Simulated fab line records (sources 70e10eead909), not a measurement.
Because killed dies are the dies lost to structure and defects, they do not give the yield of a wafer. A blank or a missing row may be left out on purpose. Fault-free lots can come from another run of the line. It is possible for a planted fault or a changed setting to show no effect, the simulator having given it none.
fab line records || flow nandHarc
record: {"lots": 6, "wafers": 18, "lastDay": 33}
route steps=1302 shown P_BONDPAD@386 A_START@389 A_ZERO_WELL@390
lots untouched by any fault: they come from a run of this same line in which no faults occurred
startH: start of the lot's first displayed wafer, in hours after the record's first day || waitH: hours from the lot's prior step to this one || " repeats the value in the row above || L1.1+2: a row that stands for several wafers || - no value, or no start given || * or withheld: withheld || < > ~ a bound
route shown NAME@n: a module of which the file shows steps, and the number in the route of the first || usual: mean and standard deviation over wafers with no fault || same: alike in all rows || chamber/n: place in a boat || sites: the reading at each site || _std_site: how widely they spread, as a standard deviation || _edge_site: mean of outer sites minus mean of inner sites || radiusMm: for every site, how far away it sits from the centre of the wafer || mask NAME#n: copy n || behind: tool/chamber where the wafer was last shaped || hold: what put the lot on hold/how long, in hours/how the hold closed || device: the transistor (n, p or np) that didn't switch || end of line: the route-end tests of the same wafers || step lacking rows: just its recipe || killed: dies lost to structure and defects at the first sort, not the wafer's yield || map: shows each die of a wafer: x if killed, . if not, _ if none is there
set.NAME: setting as actually run; set.NAME@STEP: the setting as run at that earlier step || model.NAME: the simulator's own value behind a step, which no gauge read
lots at selected steps of the route; one table per step, one row per wafer
services: a tool's chamber out of use, with start hour (startH, from the record's first day; less than 0 if before it), hours out, and reason
== steps ==
step: NHARC_P_BONDPAD_ACTIVATE_29
recipe: {"timeS": 60, "n2FlowSccm": 200, "arFlowSccm": 0, "biasPowerW": 0, "chemistry": "N2"}
usual: {"drypumpMotorCurrentA": "5.9/0.37", "oesProductAu": "1.002/0.0084", "rfVppV": "64.3/0.97", "showerheadPlenumPTorr": "1.79/0.071"}
same: {"biasPowerW": 0}
{"lot.wafer": "L867.1", "tool": "rieDiel-06", "chamber": 3, "startH": 173.72, "waitH": 0.1, "drypumpMotorCurrentA": 5.8, "oesProductAu": 1.003, "rfHoursCounterH": 0, "rfVppV": 63.7, "showerheadPlenumPTorr": 1.87}
{"lot.wafer": "L867.4", "tool": "rieDiel-06", "chamber": 1, "startH": 173.72, "waitH": 0.1, "drypumpMotorCurrentA": 6.5, "oesProductAu": 1.006, "rfHoursCounterH": 1, "rfVppV": 63.7, "showerheadPlenumPTorr": 1.81}
{"lot.wafer": "L867.6", "tool": "rieDiel-06", "chamber": 3, "startH": 173.72, "waitH": 0.1, "drypumpMotorCurrentA": 5.8, "oesProductAu": 1.002, "rfHoursCounterH": "-", "rfVppV": 65.6, "showerheadPlenumPTorr": 1.87}
{"lot.wafer": "L870.3", "tool": "rieDiel-10", "chamber": 0, "startH": 208.38, "waitH": 0.1, "drypumpMotorCurrentA": 5.5, "oesProductAu": 1.014, "rfHoursCounterH": 8, "rfVppV": 65.6, "showerheadPlenumPTorr": 1.89}
{"lot.wafer": "L870.1", "tool": "rieDiel-10", "chamber": 2, "startH": 208.38, "waitH": 0.1, "drypumpMotorCurrentA": 6.2, "oesProductAu": 1.013, "rfHoursCounterH": 8, "rfVppV": 64.5, "showerheadPlenumPTorr": 1.75}
{"lot.wafer": "L870.5", "tool": "rieDiel-10", "chamber": 2, "startH": 208.38, "waitH": 0.1, "drypumpMotorCurrentA": 6.2, "oesProductAu": 1.012, "rfHoursCounterH": "-", "rfVppV": 64.0, "showerheadPlenumPTorr": 1.75}
{"lot.wafer": "L871.1", "tool": "rieDiel-10", "chamber": 2, "startH": 223.13, "waitH": 0.1, "drypumpMotorCurrentA": 6.2, "oesProductAu": 1.009, "rfHoursCounterH": 9, "rfVppV": 64.0, "showerheadPlenumPTorr": 1.75}
{"lot.wafer": "L871.2", "tool": "rieDiel-10", "chamber": 0, "startH": 223.13, "waitH": 0.1, "drypumpMotorCurrentA": 5.5, "oesProductAu": 1.002, "rfHoursCounterH": 9, "rfVppV": 65.0, "showerheadPlenumPTorr": 1.89}
{"lot.wafer": "L871.5", "tool": "rieDiel-10", "chamber": 2, "startH": 223.13, "waitH": 0.1, "drypumpMotorCurrentA": 6.2, "oesProductAu": 1.005, "rfHoursCounterH": "-", "rfVppV": 64.3, "showerheadPlenumPTorr": 1.75}
{"lot.wafer": "L872.2", "tool": "rieDiel-10", "chamber": 0, "startH": 231.38, "waitH": 0.1, "drypumpMotorCurrentA": 5.6, "oesProductAu": 1.001, "rfHoursCounterH": 9, "rfVppV": 66.0, "showerheadPlenumPTorr": 1.89}
{"lot.wafer": "L872.6", "tool": "rieDiel-10", "chamber": 1, "startH": 231.38, "waitH": 0.1, "drypumpMotorCurrentA": 5.9, "oesProductAu": 0.995, "rfHoursCounterH": "-", "rfVppV": 63.5, "showerheadPlenumPTorr": 1.87}
{"lot.wafer": "L872.4", "tool": "rieDiel-10", "chamber": 3, "startH": 231.38, "waitH": 0.1, "drypumpMotorCurrentA": 5.2, "oesProductAu": 1.017, "rfHoursCounterH": "-", "rfVppV": 64.4, "showerheadPlenumPTorr": 1.80}
{"lot.wafer": "L883.3", "tool": "rieDiel-06", "chamber": 3, "startH": 336.85, "waitH": 0.1, "drypumpMotorCurrentA": 5.8, "oesProductAu": 1.000, "rfHoursCounterH": 1, "rfVppV": 63.7, "showerheadPlenumPTorr": 1.87}
{"lot.wafer": "L883.5", "tool": "rieDiel-06", "chamber": 0, "startH": 336.85, "waitH": 0.1, "drypumpMotorCurrentA": 6.0, "oesProductAu": 0.999, "rfHoursCounterH": "-", "rfVppV": 63.6, "showerheadPlenumPTorr": 1.68}
{"lot.wafer": "L883.6", "tool": "rieDiel-06", "chamber": 1, "startH": 336.85, "waitH": 0.1, "drypumpMotorCurrentA": 6.5, "oesProductAu": 0.992, "rfHoursCounterH": "-", "rfVppV": 63.2, "showerheadPlenumPTorr": 1.81}
{"lot.wafer": "L885.1", "tool": "rieDiel-10", "chamber": 0, "startH": 359.47, "waitH": 0.1, "drypumpMotorCurrentA": 5.6, "oesProductAu": 1.004, "rfHoursCounterH": 5, "rfVppV": 65.7, "showerheadPlenumPTorr": 1.88}
{"lot.wafer": "L885.3", "tool": "rieDiel-10", "chamber": 1, "startH": 359.47, "waitH": 0.1, "drypumpMotorCurrentA": 5.9, "oesProductAu": 1.017, "rfHoursCounterH": 7, "rfVppV": 66.8, "showerheadPlenumPTorr": 1.87}
{"lot.wafer": "L885.6", "tool": "rieDiel-10", "chamber": 1, "startH": 359.47, "waitH": 0.1, "drypumpMotorCurrentA": 5.9, "oesProductAu": 1.002, "rfHoursCounterH": "-", "rfVppV": 65.1, "showerheadPlenumPTorr": 1.87}
step: NHARC_P_BONDPAD_PRECLEAN_30
recipe: {"timeS": 300, "tempC": 23, "chemistry": "DIW"}
step: NHARC_P_BONDPAD_SRD_31
recipe: {"timeS": 30, "tempC": 23, "dryTimeS": 20, "spinRpm": 1500}
step: NHARC_A_START_INSPECT_01
usual: {"rawDefectCount": "3.5/1.9"}
{"lot.wafer": "L867.1", "tool": "defectInspect-01", "chamber": "-", "startH": 174.13, "waitH": "-", "rawDefectCount": 2}
{"lot.wafer": "L867.4", "tool": "defectInspect-01", "chamber": "-", "startH": 174.13, "waitH": "-", "rawDefectCount": 5}
{"lot.wafer": "L867.6", "tool": "defectInspect-01", "chamber": "-", "startH": 174.13, "waitH": "-", "rawDefectCount": 4}
{"lot.wafer": "L870.1", "tool": "defectInspect-01", "chamber": "-", "startH": 208.80, "waitH": "-", "rawDefectCount": 3}
{"lot.wafer": "L870.3", "tool": "defectInspect-01", "chamber": "-", "startH": 208.80, "waitH": "-", "rawDefectCount": 4}
{"lot.wafer": "L870.5", "tool": "defectInspect-01", "chamber": "-", "startH": 208.80, "waitH": "-", "rawDefectCount": 2}
{"lot.wafer": "L871.1", "tool": "defectInspect-01", "chamber": "-", "startH": 223.54, "waitH": "-", "rawDefectCount": 7}
{"lot.wafer": "L871.2", "tool": "defectInspect-01", "chamber": "-", "startH": 223.54, "waitH": "-", "rawDefectCount": 6}
{"lot.wafer": "L871.5", "tool": "defectInspect-01", "chamber": "-", "startH": 223.54, "waitH": "-", "rawDefectCount": 2}
{"lot.wafer": "L872.2", "tool": "defectInspect-02", "chamber": "-", "startH": 231.78, "waitH": "-", "rawDefectCount": 2}
{"lot.wafer": "L872.4", "tool": "defectInspect-02", "chamber": "-", "startH": 231.78, "waitH": "-", "rawDefectCount": 5}
{"lot.wafer": "L872.6", "tool": "defectInspect-02", "chamber": "-", "startH": 231.78, "waitH": "-", "rawDefectCount": 7}
{"lot.wafer": "L883.3", "tool": "defectInspect-02", "chamber": "-", "startH": 337.23, "waitH": "-", "rawDefectCount": 1}
{"lot.wafer": "L883.5", "tool": "defectInspect-02", "chamber": "-", "startH": 337.23, "waitH": "-", "rawDefectCount": 6}
{"lot.wafer": "L883.6", "tool": "defectInspect-02", "chamber": "-", "startH": 337.23, "waitH": "-", "rawDefectCount": 3}
{"lot.wafer": "L885.1", "tool": "defectInspect-01", "chamber": "-", "startH": 359.88, "waitH": "-", "rawDefectCount": 4}
{"lot.wafer": "L885.3", "tool": "defectInspect-01", "chamber": "-", "startH": 359.88, "waitH": "-", "rawDefectCount": 4}
{"lot.wafer": "L885.6", "tool": "defectInspect-01", "chamber": "-", "startH": 359.88, "waitH": "-", "rawDefectCount": 3}
step: NHARC_A_ZERO_WELL_PRECLEAN_00
recipe: {"timeS": 600, "tempC": 120, "chemistry": "SPM"}
step: NHARC_A_ZERO_WELL_SRD_01
step: NHARC_A_ZERO_WELL_DEHYDRATE_02
recipe: {"tempC": 150, "timeS": 120}
step: NHARC_A_ZERO_WELL_HMDS_03
recipe: {"timeS": 30}
step: NHARC_A_ZERO_WELL_COAT_18
recipe: {"tempC": 200, "timeS": 65}
step: NHARC_A_ZERO_WELL_COAT_04
recipe: {"spinRpm": 2000, "resistThkNm": 600}
step: NHARC_A_ZERO_WELL_SOFTBAKE_05
recipe: {"tempC": 125, "timeS": 70}
step: NHARC_A_ZERO_WELL_EBR_06
step: NHARC_A_ZERO_WELL_EXPOSE_07
recipe: {"na": 0.55, "doseMj": 33.85, "maskId": "A_ZERO"}
usual: {"exposureDoseMJCm2": "33.80/0.032", "focusOffsetNm": "0.1/0.44", "na": "0.55/0", "reticleTempC": "23.02/0.098"}
{"lot.wafer": "L867.1", "tool": "krfScanner-04", "chamber": 0, "startH": 174.76, "waitH": "-", "mask": "A_ZERO#0", "exposureDoseMJCm2": 33.79, "focusOffsetNm": 0.0, "na": 0.55, "reticleTempC": 23.06}
{"lot.wafer": "L867.4", "tool": "krfScanner-04", "chamber": 0, "startH": 174.76, "waitH": "-", "mask": "A_ZERO#0", "exposureDoseMJCm2": 33.84, "focusOffsetNm": 0.2, "na": 0.55, "reticleTempC": 23.22}
{"lot.wafer": "L867.6", "tool": "krfScanner-04", "chamber": 0, "startH": 174.76, "waitH": "-", "mask": "A_ZERO#0", "exposureDoseMJCm2": 33.79, "focusOffsetNm": -0.3, "na": 0.55, "reticleTempC": 23.19}
{"lot.wafer": "L870.1", "tool": "krfScanner-04", "chamber": 0, "startH": 209.48, "waitH": "-", "mask": "A_ZERO#0", "exposureDoseMJCm2": 33.81, "focusOffsetNm": 0.9, "na": 0.55, "reticleTempC": 22.94}
{"lot.wafer": "L870.3", "tool": "krfScanner-04", "chamber": 0, "startH": 209.48, "waitH": "-", "mask": "A_ZERO#0", "exposureDoseMJCm2": 33.76, "focusOffsetNm": 0.7, "na": 0.55, "reticleTempC": 23.09}
{"lot.wafer": "L870.5", "tool": "krfScanner-04", "chamber": 0, "startH": 209.48, "waitH": "-", "mask": "A_ZERO#0", "exposureDoseMJCm2": 33.80, "focusOffsetNm": 0.8, "na": 0.55, "reticleTempC": 23.03}
{"lot.wafer": "L871.1", "tool": "krfScanner-04", "chamber": "-", "startH": 224.10, "waitH": "-", "mask": "A_ZERO#0", "exposureDoseMJCm2": "-", "focusOffsetNm": "-", "na": "-", "reticleTempC": "-"}
{"lot.wafer": "L871.2", "tool": "krfScanner-04", "chamber": "-", "startH": 224.10, "waitH": "-", "mask": "A_ZERO#0", "exposureDoseMJCm2": "-", "focusOffsetNm": "-", "na": "-", "reticleTempC": "-"}
{"lot.wafer": "L871.5", "tool": "krfScanner-04", "chamber": "-", "startH": 224.10, "waitH": "-", "mask": "A_ZERO#0", "exposureDoseMJCm2": "-", "focusOffsetNm": "-", "na": "-", "reticleTempC": "-"}
{"lot.wafer": "L872.2", "tool": "krfScanner-01", "chamber": "-", "startH": 232.47, "waitH": "-", "mask": "A_ZERO#0", "exposureDoseMJCm2": "-", "focusOffsetNm": "-", "na": "-", "reticleTempC": "-"}
{"lot.wafer": "L872.4", "tool": "krfScanner-01", "chamber": "-", "startH": 232.47, "waitH": "-", "mask": "A_ZERO#0", "exposureDoseMJCm2": "-", "focusOffsetNm": "-", "na": "-", "reticleTempC": "-"}
{"lot.wafer": "L872.6", "tool": "krfScanner-01", "chamber": "-", "startH": 232.47, "waitH": "-", "mask": "A_ZERO#0", "exposureDoseMJCm2": "-", "focusOffsetNm": "-", "na": "-", "reticleTempC": "-"}
{"lot.wafer": "L883.3", "tool": "krfScanner-04", "chamber": 0, "startH": 337.80, "waitH": "-", "mask": "A_ZERO#0", "exposureDoseMJCm2": 33.71, "focusOffsetNm": 0.3, "na": 0.55, "reticleTempC": 23.00}
{"lot.wafer": "L883.5", "tool": "krfScanner-04", "chamber": 0, "startH": 337.80, "waitH": "-", "mask": "A_ZERO#0", "exposureDoseMJCm2": 33.72, "focusOffsetNm": -0.3, "na": 0.55, "reticleTempC": 23.12}
{"lot.wafer": "L883.6", "tool": "krfScanner-04", "chamber": 0, "startH": 337.80, "waitH": "-", "mask": "A_ZERO#0", "exposureDoseMJCm2": 33.79, "focusOffsetNm": -0.3, "na": 0.55, "reticleTempC": 23.02}
{"lot.wafer": "L885.1", "tool": "krfScanner-01", "chamber": 0, "startH": 360.44, "waitH": "-", "mask": "A_ZERO#0", "exposureDoseMJCm2": 33.79, "focusOffsetNm": -0.3, "na": 0.55, "reticleTempC": 23.18}
{"lot.wafer": "L885.3", "tool": "krfScanner-01", "chamber": 0, "startH": 360.44, "waitH": "-", "mask": "A_ZERO#0", "exposureDoseMJCm2": 33.81, "focusOffsetNm": 0.5, "na": 0.55, "reticleTempC": 23.09}
{"lot.wafer": "L885.6", "tool": "krfScanner-01", "chamber": 0, "startH": 360.44, "waitH": "-", "mask": "A_ZERO#0", "exposureDoseMJCm2": 33.82, "focusOffsetNm": 0.1, "na": 0.55, "reticleTempC": 23.08}
step: NHARC_A_ZERO_WELL_PEB_08
recipe: {"pebTempC": 128, "pebTimeS": 80}
== services ==
{"tool": "krfScanner-04", "chamber": "-", "startH": 167.78, "hours": 2.4, "kind": "repair"}
{"tool": "rieDiel-10", "chamber": 0, "startH": 172.50, "hours": "-", "kind": "clean"}
{"tool": "rieDiel-10", "chamber": 1, "startH": 172.50, "hours": "-", "kind": "clean"}
{"tool": "rieDiel-10", "chamber": 2, "startH": 172.50, "hours": "-", "kind": "clean"}
{"tool": "rieDiel-10", "chamber": 3, "startH": 172.50, "hours": "-", "kind": "clean"}
{"tool": "rieDiel-10", "chamber": 2, "startH": 174.34, "hours": 12.1, "kind": "repair"}
{"tool": "rieDiel-10", "chamber": 0, "startH": 175.00, "hours": 5.7, "kind": "repair"}
{"tool": "rieDiel-06", "chamber": "-", "startH": 175.34, "hours": 1.2, "kind": "repair"}
{"tool": "krfScanner-04", "chamber": "-", "startH": 182.00, "hours": 4.0, "kind": "pm"}
{"tool": "rieDiel-10", "chamber": 1, "startH": 198.88, "hours": 9.6, "kind": "repair"}
{"tool": "krfScanner-04", "chamber": "-", "startH": 209.80, "hours": 0.4, "kind": "repair"}
{"tool": "rieDiel-10", "chamber": 2, "startH": 227.84, "hours": 9.2, "kind": "repair"}
{"tool": "rieDiel-06", "chamber": 2, "startH": 236.38, "hours": 5.0, "kind": "repair"}
{"tool": "rieDiel-10", "chamber": "-", "startH": 242.50, "hours": 9.0, "kind": "pm"}
{"tool": "rieDiel-06", "chamber": 3, "startH": 255.54, "hours": 6.7, "kind": "repair"}
{"tool": "rieDiel-10", "chamber": 3, "startH": 256.22, "hours": 2.5, "kind": "repair"}
{"tool": "krfScanner-01", "chamber": "-", "startH": 276.09, "hours": 1.0, "kind": "repair"}
{"tool": "rieDiel-06", "chamber": "-", "startH": 307.20, "hours": 9.0, "kind": "pm"}
{"tool": "krfScanner-01", "chamber": "-", "startH": 312.01, "hours": 4.0, "kind": "pm"}
{"tool": "krfScanner-04", "chamber": "-", "startH": 333.92, "hours": 0.4, "kind": "repair"}
{"tool": "rieDiel-10", "chamber": 3, "startH": 336.83, "hours": 2.0, "kind": "repair"}
{"tool": "rieDiel-10", "chamber": 0, "startH": 351.60, "hours": 6.4, "kind": "repair"}
{"tool": "krfScanner-04", "chamber": "-", "startH": 354.00, "hours": 4.0, "kind": "pm"}
{"tool": "rieDiel-06", "chamber": 1, "startH": 355.93, "hours": 8.2, "kind": "repair"}
== key ==
firstSign: {"step": "NHARC_A_ZERO_WELL_EXPOSE_07", "reading": "toolRecord", "direction": "missing"}
effect none on later readings
metAt NHARC_A_ZERO_WELL_EXPOSE_07
struckWafers L871.1,L871.2,L871.5,L872.2,L872.4,L872.6
laterRowsLeftOut L871.1,L871.2,L871.5,L872.2,L872.4,L872.6
sortLeftOut L871.1,L871.2,L871.5,L872.2,L872.4,L872.6
testerLeftOut L871,L872
onsetBetween 209.48 224.10
fault: {"kind": "skippedStepWhole", "tool": "krfScanner-01,krfScanner-04", "chamber": "-", "onsetH": 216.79, "steps": "NHARC_A_ZERO_WELL_EXPOSE_07", "scope": "struckLotsOnly"}
testerLeftOut: of these lots the tester's yield and bins aren't shown, on N5 and GAA mostly nor the transistor test; their killed dies are dies lost to structure and defects alone, not to doping, threshold or leakage, so they don't give the yield
sortLeftOut: the simulated sort isn't trusted on such a fault, so these wafers' sort isn't shown, and their yield isn't known
laterRowsLeftOut: the simulator's readings of these wafers behind a module that went badly wrong aren't trusted and aren't shown, but for the sort
